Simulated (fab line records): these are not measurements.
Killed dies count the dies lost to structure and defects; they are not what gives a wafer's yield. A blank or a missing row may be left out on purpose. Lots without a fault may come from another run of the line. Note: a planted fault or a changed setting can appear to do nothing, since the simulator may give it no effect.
The tool behind it: which one? / flow n5_finfet / 21 lots (63 wafers sampled), 1 step of a 1938-step route

== WHAT EACH GAUGE READ, for each wafer ==
N5_DUMMY_REMOVAL_INSPECT_06: inspects for defects (brightfield). Usual: 12 for raw_defect_count, sd 6.2.
lot=L075; measured=day 4 14:01; on=defect_inspect-01; raw_defect_count=4 12 8; flag=
lot=L076; measured=day 4 14:37; on=defect_inspect-01; raw_defect_count=5 11 12; flag=
lot=L077; measured=day 4 16:54; on=defect_inspect-02; raw_defect_count=26 18 21; flag=
lot=L078; measured=day 5 06:59; on=defect_inspect-02; raw_defect_count=12 15 7; flag=
lot=L079; measured=day 5 13:56; on=defect_inspect-01; raw_defect_count=20 11 11; flag=
lot=L080; measured=day 5 17:38; on=defect_inspect-02; raw_defect_count=6 10 14; flag=
lot=L083; measured=day 6 09:56; on=defect_inspect-02; raw_defect_count=14 7 8; flag=
lot=L081; measured=day 6 12:03; on=defect_inspect-01; raw_defect_count=6 18 13; flag=
lot=L084; measured=day 6 13:34; on=defect_inspect-02; raw_defect_count=8 5 10; flag=
lot=L085; measured=day 7 00:04; on=defect_inspect-01; raw_defect_count=34 23 9; flag=
lot=L086; measured=day 7 00:15; on=defect_inspect-01; raw_defect_count=9 16 8; flag=
lot=L087; measured=day 7 08:02; on=defect_inspect-01; raw_defect_count=9 4 5; flag=
lot=L088; measured=day 7 10:52; on=defect_inspect-02; raw_defect_count=15 9 4; flag=
lot=L089; measured=day 7 18:19; on=defect_inspect-02; raw_defect_count=9 8 20; flag=
lot=L090; measured=day 8 00:51; on=defect_inspect-01; raw_defect_count=14 10 17; flag=
lot=L091; measured=day 8 05:57; on=defect_inspect-02; raw_defect_count=12 4 13; flag=
lot=L093; measured=day 8 23:46; on=defect_inspect-01; raw_defect_count=5 6 5; flag=
lot=L094; measured=day 9 03:44; on=defect_inspect-01; raw_defect_count=5 3 4; flag=
lot=L095; measured=day 9 07:25; on=defect_inspect-01; raw_defect_count=13 15 27; flag=
lot=L096; measured=day 9 15:40; on=defect_inspect-01; raw_defect_count=7 16 10; flag=
lot=L097; measured=day 10 00:04; on=defect_inspect-01; raw_defect_count=8 9 16; flag=

== WHICH TOOL RAN EACH LOT (tool, then ch and the chambers of the sampled wafers, then the start) ==
Record: no process step prior to these readings.

== WHAT THE TOOLS THEMSELVES READ (means of the sampled wafers that have a number; where no wafer has one, the mark that the record gives instead) ==
The record holds no such reading with a usual standard deviation.

== THE ANSWER, worked out from the rows above alone ==
Rule: a lot is off if the mean of its wafers that have a number lies more than 3 standard deviations from the usual mean. Also off: a lot with no number at a reading for which 4 or more lots have one. Where the step has rows for the other lots, those lots are counted as sound. Order of review: gauges by route order, followed by the tools' own readings, for which a lot's mean as printed above is used. The first step at which some lot is off is used, and at that step the reading that is off furthest; a lot without a number counts as furthest.
Across all readings shown, no lot is off: no conclusion can be drawn from this.

== WHAT THE SIMULATOR HAD PUT IN ==
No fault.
